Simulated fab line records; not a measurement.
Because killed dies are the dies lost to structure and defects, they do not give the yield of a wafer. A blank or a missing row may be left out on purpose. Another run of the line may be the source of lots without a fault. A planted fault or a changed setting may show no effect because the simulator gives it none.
Chamber matching -- flow n5_finfet -- 4 sister chambers for N5_BEOL_M7_DESCUM_33 on rie_diel-03
The step chemistry O2, time 7 s. 4 wafers are shown with their chamber, then 8 later ones without.

== WAFERS WITH THEIR CHAMBER ==
wafer,chamber,showerhead_plenum_p_Torr (Torr)
L082.6,3,2.02
L086.2,0,1.99
L087.1,1,2.13
L088.1,2,1.98

== WAFERS WITH NO CHAMBER GIVEN ==
wafer,showerhead_plenum_p_Torr (Torr)
L088.4,2.01
L088.6,1.99
L094.1,2.13
L094.5,1.98
L094.6,2.13
L095.3,2.13
L095.4,2.01
L095.6,2.01

== CHAMBER TAKEN BY EACH ==
wafer,from the rows above,in truth
L088.4,can't be placed: 3 or 0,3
L088.6,can't be placed: 0 or 2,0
L094.1,1,1
L094.5,can't be placed: 2 or 0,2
L094.6,1,1
L095.3,1,1
L095.4,can't be placed: 3 or 0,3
L095.6,can't be placed: 3 or 0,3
Correct placement for 3 of the 8. Can't be placed from these rows: 5 (the true chamber is among the candidates in 5). Wrongly placed: 0.
How it was worked out, from the rows above alone: a wafer's distance from a chamber is the root of the sum, over the readings, of the square of ((its reading less the chamber's mean) divided by the reading's scatter). If the next closest chamber is less than 2 further off than the closest, the wafer can't be placed; otherwise it belongs to the closest. A chamber's mean is the mean of its shown wafers. The scatter (one wafer shown for each chamber): square how far every hidden wafer sits from the nearest shown wafer, average those squares and take the square root.
